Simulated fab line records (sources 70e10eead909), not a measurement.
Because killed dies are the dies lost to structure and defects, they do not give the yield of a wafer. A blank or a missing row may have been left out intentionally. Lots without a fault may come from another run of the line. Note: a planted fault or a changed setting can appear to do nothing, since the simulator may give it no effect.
Shared-tool check | flow nand-harc | 3 lots, 9 wafers sampled

REASON IT WAS OPENED
Flagged at NHARC_END_SORT_01: reading killed-at-periphery, on 3 of 3 lots. Fault-free wafers read 4.0, with a standard deviation of 2.6.
Rule: a lot is flagged when every wafer of it that has a number lies more than 4 standard deviations from that mean, or none has a number. As for the other lots, they are considered sound.

lot  | measured     | on        | killed-at-periphery, wafer by wafer | flag
L809 | day 27 02:58 | prober-01 | 582 561 578                         | FLAGGED
L810 | day 27 18:48 | prober-02 | 593 573 552                         | FLAGGED
L811 | day 27 20:20 | prober-01 | 644 642 642                         | FLAGGED
Averaged over the flagged lots the numbers come to 596.3, +592.3 from the usual (+99 or more standard deviations).

WHICH TOOL RAN EACH LOT
3 process steps preceding the reading are held in the record, out of 1302 steps in the route. Cell contents, in order: the tool; ch with the chambers the sampled wafers went through; the start.
lot  | flag    | NHARC_P_GATE_ETCH_104             | NHARC_P_GATE_IMPLANT_49   | NHARC_P_GATE_STRIP_76
L809 | FLAGGED | rie-diel-06 ch 0,2,3, day 7 19:11 | implanter-01, day 8 07:41 | plasma-asher-02 ch 0,1, day 8 09:55
L810 | FLAGGED | rie-diel-08 ch 0,1,3, day 8 09:21 | implanter-02, day 8 21:22 | plasma-asher-01 ch 0,1, day 8 23:28
L811 | FLAGGED | rie-diel-06 ch 2,3, day 8 16:34   | implanter-01, day 9 04:38 | plasma-asher-01 ch 0,1, day 9 06:42
These steps, and what they do:
- NHARC_P_GATE_ETCH_104: etches the open film in CF4/CHF3, target depth 60 nm.
- NHARC_P_GATE_IMPLANT_49
- NHARC_P_GATE_STRIP_76: strips in O2.
- NHARC_END_SORT_01

FLAGGED AGAINST TOTAL, ONE TOOL AT A TIME (gauges that did the reading follow at the end)
step                    | tool            | lots run | flagged | share of the flagged lots | sound lots run after its first flagged lot
NHARC_P_GATE_ETCH_104   | rie-diel-06     | 2        | 2       | some                      | 0
NHARC_P_GATE_ETCH_104   | rie-diel-08     | 1        | 1       | some                      | 0
NHARC_P_GATE_IMPLANT_49 | implanter-01    | 2        | 2       | some                      | 0
NHARC_P_GATE_IMPLANT_49 | implanter-02    | 1        | 1       | some                      | 0
NHARC_P_GATE_STRIP_76   | plasma-asher-01 | 2        | 2       | some                      | 0
NHARC_P_GATE_STRIP_76   | plasma-asher-02 | 1        | 1       | some                      | 0
NHARC_END_SORT_01       | prober-01       | 2        | 2       | some                      | 0
NHARC_END_SORT_01       | prober-02       | 1        | 1       | some                      | 0

WHAT THE TABLE PERMITS
No row of the table ran every flagged lot.

WHAT WAS PUT IN BY THE SIMULATOR
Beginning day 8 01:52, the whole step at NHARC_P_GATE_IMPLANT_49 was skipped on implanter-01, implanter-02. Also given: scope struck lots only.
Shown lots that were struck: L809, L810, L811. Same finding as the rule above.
